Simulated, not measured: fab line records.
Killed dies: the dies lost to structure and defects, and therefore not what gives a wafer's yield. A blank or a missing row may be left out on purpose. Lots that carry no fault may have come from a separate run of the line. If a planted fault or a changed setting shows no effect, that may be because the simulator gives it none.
Comparing a struck lot with a sound one / flow n5-finfet / 15 steps out of a route of 1938
Sound: the wafers L303.2, L303.3, L303.4. The struck wafers were L306.1, L306.3, L306.4. The cause is named last.
At each step with rows: each side's tool, then ch and its chambers, then its first start. Under that, the readings that differ: sound wafers / struck wafers / difference of the means / sigmas: that difference in standard deviations of wafers without a fault.
alike: same words and numbers on both sides, and readings whose means sit less than 2 such deviations apart. not compared: any withheld reading, any reading some wafer has no value for, any bound like >300 that may hide the same value, and any number with overlapping values for which the record gives no deviation.
The two part at a step that has a row with sigmas, a row that says differs or no value, or rows on one side only. When numbers do not overlap yet have no deviation, they are printed without sigmas and do not part them. A reading that every wafer of one side lacks parts them only if that side has two wafers or more.

N5_GATE_CUT_CUT_ETCH_54: etches TiN in Cl2/BCl3, target depth 96.7 nm.
  sound on rie-metal-01 ch 0,1, day 7 04:32; struck on rie-metal-02 ch 0,1, day 7 20:56
reading=drypump-motor-current-A (A); sound=6.4 6.5 6.4; struck=5.1 6.0 5.1; difference=-1.0; sigmas=-2
  alike: etch-rf-on-time-s, oes-product-au, throttle-valve-pct
  not compared: rf-hours-counter-h
then, 2 steps without rows for these wafers: N5_GATE_CUT_CUT_ETCH_55 (etches HfO2 in BCl3, target depth 3.2 nm); N5_GATE_CUT_ETCH_47 (etches SiO2 in Cl2/BCl3, target depth 10 nm).
N5_GATE_CUT_VAPOR_ETCH_48: etches TiN in BCl3/Cl2.
  sound on rie-metal-01 ch 0,1, day 7 04:39; struck on rie-metal-02 ch 0,1, day 7 21:03
reading=drypump-motor-current-A (A); sound=6.4 6.5 6.4; struck=5.1 6.0 5.1; difference=-1.0; sigmas=-2
  alike: oes-product-au
then, 1 step without rows for these wafers: N5_GATE_CUT_VAPOR_ETCH_49 (etches TiAlC in BCl3/Cl2).
N5_GATE_CUT_VAPOR_ETCH_51: etches HfO2 in BCl3/Cl2.
  sound on rie-metal-01 ch 0,1, day 7 04:43; struck on rie-metal-02 ch 0,1, day 7 21:07
reading=drypump-motor-current-A (A); sound=6.4 6.5 6.4; struck=5.2 6.0 5.1; difference=-1.0; sigmas=-2
  alike: oes-product-au
N5_GATE_CUT_STRIP_21: strips in N2/H2, time 30 s.
  sound on plasma-asher-01 ch 0,1, day 7 04:46; struck on plasma-asher-01 ch 0,1, day 7 21:10
  alike: drypump-motor-current-A, heater-power-w
  not compared: rf-hours-counter-h
then, 2 steps without rows for these wafers: N5_GATE_CUT_STRIP_29 (strips in post etch residue remover, time 60 s); N5_GATE_CUT_SRD_52 (time 30 s).
N5_GATE_CUT_ALD_22: deposits SiNx, target thk 16 nm, pulse time 1 s, ald cycles 320.
  sound on ald-sin-01 ch 0,2,3, day 7 05:02; struck on ald-sin-01 ch 0,2,3, day 7 21:25
  alike: heater-power-w, precursor-pulse-height-rel
then, 1 step without rows for these wafers: N5_GATE_CUT_CMP_23 (polishes, stops on SiO2, t overpolish 23.4 s, target thk 16 nm).
N5_GATE_CUT_THK_MEAS_24:
  sound on film-metro-02 at day 7 06:50; struck on film-metro-02 at day 7 23:11
  alike: GC_FILL_THK
N5_GATE_CUT_CMP_43: polishes SiO2.
  sound on cmp-02 ch 0,1,3, day 7 06:52; struck on cmp-02 ch 1,2,3, day 7 23:13
  no value came back on the struck wafers for edge-zone-pressure-frac, motor-current-A (A), retaining-ring-pressure-frac, slurry-flow-ml-min; on the sound wafers edge-zone-pressure-frac reads 1.003 0.993 1.004
reading=model.SiO2_of_GATE_CUT_HM_DEP_46.thk-nm (nm); sound=4.8 5 5; struck=104.4 104.8 108; difference=+100.8; sigmas=
reading=model.SiNx_of_GATE_CUT_ALD_22.thk-nm (nm); sound=5.2 4 3.2; struck=16 16 16; difference=+12; sigmas=
then, 1 step without rows for these wafers: N5_GATE_CUT_CMP_61 (polishes, stops on SiNx, t overpolish 3 s).
N5_BEOL_M4_RC_MEAS_101:
  the record has rows for the sound wafers here (prober-01 ch 0, day 10 10:22) and none for the struck ones

WHERE THEY PART
At N5_GATE_CUT_CUT_ETCH_54 first; at N5_BEOL_M4_RC_MEAS_101 last (within this record only).

WHY: the cause the simulator had injected
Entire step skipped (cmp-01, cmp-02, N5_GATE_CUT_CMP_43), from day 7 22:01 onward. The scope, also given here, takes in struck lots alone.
